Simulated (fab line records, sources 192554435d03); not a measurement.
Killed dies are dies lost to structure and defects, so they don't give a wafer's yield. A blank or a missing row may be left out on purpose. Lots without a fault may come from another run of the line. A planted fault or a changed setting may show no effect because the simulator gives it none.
Split-lot experiment | flow n5_finfet | 7 lots, 39 wafers read, on a route of 1938 steps

THE SPLIT
At N5_BEOL_M13_ETCH_68 (etches SOC in N2/H2, time 355 s), the setting time_s was moved away from the recipe's 355 s on 18 of the 39 wafers read, by -51.0% to +50.9%. The other wafers ran this setting at the recipe's value.

The reading is taken at the split's own step.

THE READING
SiARC_of_BEOL_M13_COAT_66.thk_nm (the simulator's own value, which no gauge read), in nm, at N5_BEOL_M13_ETCH_68 (etches SOC in N2/H2, time 355 s). The file gives no usual value for it. The 21 wafers here that ran the recipe average 76.9 nm, standard deviation 0.65 nm.

wafer  | tool, chamber at the split | time_s as run, s | against the recipe | SiARC_of_BEOL_M13_COAT_66.thk_nm, nm | against lot-mates on the recipe
L078.1 | rie_diel-06, 0,3           | 355              | recipe             | 77.4                                 | -
L078.4 | rie_diel-06, 0,3           | 355              | recipe             | 77.4                                 | -
L078.2 | rie_diel-06, 2             | 425              | +19.7%             | 70.4                                 | -7.2
L078.5 | rie_diel-06, 2             | 425              | +19.7%             | 70.4                                 | -7.2
L078.3 | rie_diel-06, 1             | 355              | recipe             | 78                                   | -
L078.6 | rie_diel-06, 3             | 425              | +19.7%             | 70.6                                 | -7.0
L080.1 | rie_diel-06, 0             | 528.3            | +48.8%             | 61.2                                 | -15.5
L080.2 | rie_diel-06, 2             | 355              | recipe             | 76.4                                 | -
L080.3 | rie_diel-06, 3             | 528.3            | +48.8%             | 59.8                                 | -16.9
L080.4 | rie_diel-06, 1             | 528.3            | +48.8%             | 62                                   | -14.7
L080.5 | rie_diel-06, 0,3           | 355              | recipe             | 76.8                                 | -
L080.6 | rie_diel-06, 0,3           | 355              | recipe             | 76.8                                 | -
L083.2 | rie_diel-02, 3,0           | 355              | recipe             | 76.6                                 | -
L083.5 | rie_diel-02, 3,0           | 355              | recipe             | 76.6                                 | -
L083.3 | rie_diel-02, 2             | 355              | recipe             | 77.8                                 | -
L087.1 | rie_diel-02, 1             | 355              | recipe             | 77                                   | -
L087.2 | rie_diel-02, 0             | 355              | recipe             | 76.2                                 | -
L087.3 | rie_diel-02, 3             | 535.7            | +50.9%             | 60                                   | -17.1
L087.4 | rie_diel-02, 2             | 535.7            | +50.9%             | 60.6                                 | -16.5
L087.5 | rie_diel-02, 1             | 535.7            | +50.9%             | 59.8                                 | -17.3
L087.6 | rie_diel-02, 2             | 355              | recipe             | 78                                   | -
L090.1 | rie_diel-06, 2             | 535              | +50.7%             | 59.2                                 | -17.3
L090.2 | rie_diel-06, 1             | 355              | recipe             | 76.2                                 | -
L090.3 | rie_diel-06, 0             | 355              | recipe             | 77                                   | -
L090.4 | rie_diel-06, 3             | 535              | +50.7%             | 60.2                                 | -16.3
L090.5 | rie_diel-06, 3             | 535              | +50.7%             | 59.6                                 | -16.9
L090.6 | rie_diel-06, 2             | 355              | recipe             | 76.4                                 | -
L097.1 | rie_diel-02, 3             | 174              | -51.0%             | 93.4                                 | +16.4
L097.2 | rie_diel-02, 1             | 174              | -51.0%             | 93.6                                 | +16.6
L097.3 | rie_diel-02, 2             | 355              | recipe             | 78                                   | -
L097.4 | rie_diel-02, 0             | 355              | recipe             | 76.8                                 | -
L097.5 | rie_diel-02, 2             | 174              | -51.0%             | 94                                   | +17.0
L097.6 | rie_diel-02, 3             | 355              | recipe             | 76.2                                 | -
L096.1 | rie_diel-03, 2             | 355              | recipe             | 75.8                                 | -
L096.2 | rie_diel-03, 1             | 221.1            | -37.7%             | 88.8                                 | +12.6
L096.3 | rie_diel-03, 3             | 355              | recipe             | 76.6                                 | -
L096.4 | rie_diel-03, 0,2           | 221.1            | -37.7%             | 89                                   | +12.8
L096.5 | rie_diel-03, 0,2           | 221.1            | -37.7%             | 89                                   | +12.8
L096.6 | rie_diel-03, 1             | 355              | recipe             | 76.2                                 | -
Where a row lists several chambers, the file gives one row for several wafers and doesn't say which wafer went through which chamber.

THE FIT
A straight line over all 39 wafers: SiARC_of_BEOL_M13_COAT_66.thk_nm changes by -0.329 nm for each +1% of time_s; r = -1.00; the points scatter about the line by 0.61 nm.
The same after taking each lot's own level away (the mean of its wafers on the recipe; 39 wafers): -0.33 nm for each +1%; r = -1.00; scatter 0.55 nm.
On that fit, the largest move of time_s shifts the reading by 17 nm.
The lots' own levels span 76.20 to 77.60 nm, that is 2.1 times the standard deviation above.
So the lot-to-lot level changes the slope little: the two slopes agree.
Check: with one of the wafers moved furthest among these (-51.0%) left out of the fit, the line predicts +16.9 nm for it against its lot-mates. It came out at +16.4 nm against them.

OTHER SPLITS ON THESE WAFERS
These wafers also went through other splits before the reading. Each is held against what the fit with the lots' levels taken away leaves over:
other split on the same wafers   | wafers away from the commonest value | r with SiARC_of_BEOL_M13_COAT_66.thk_nm (lot level and that fit taken away)
N5_BEOL_M9_TRENCH_ETCH_37 time_s | 12                                   | +0.10

THE FILE'S OWN FIT
SiARC_of_BEOL_M13_COAT_66.thk_nm changes by -0.331 nm for each +1% of time_s, r = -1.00.
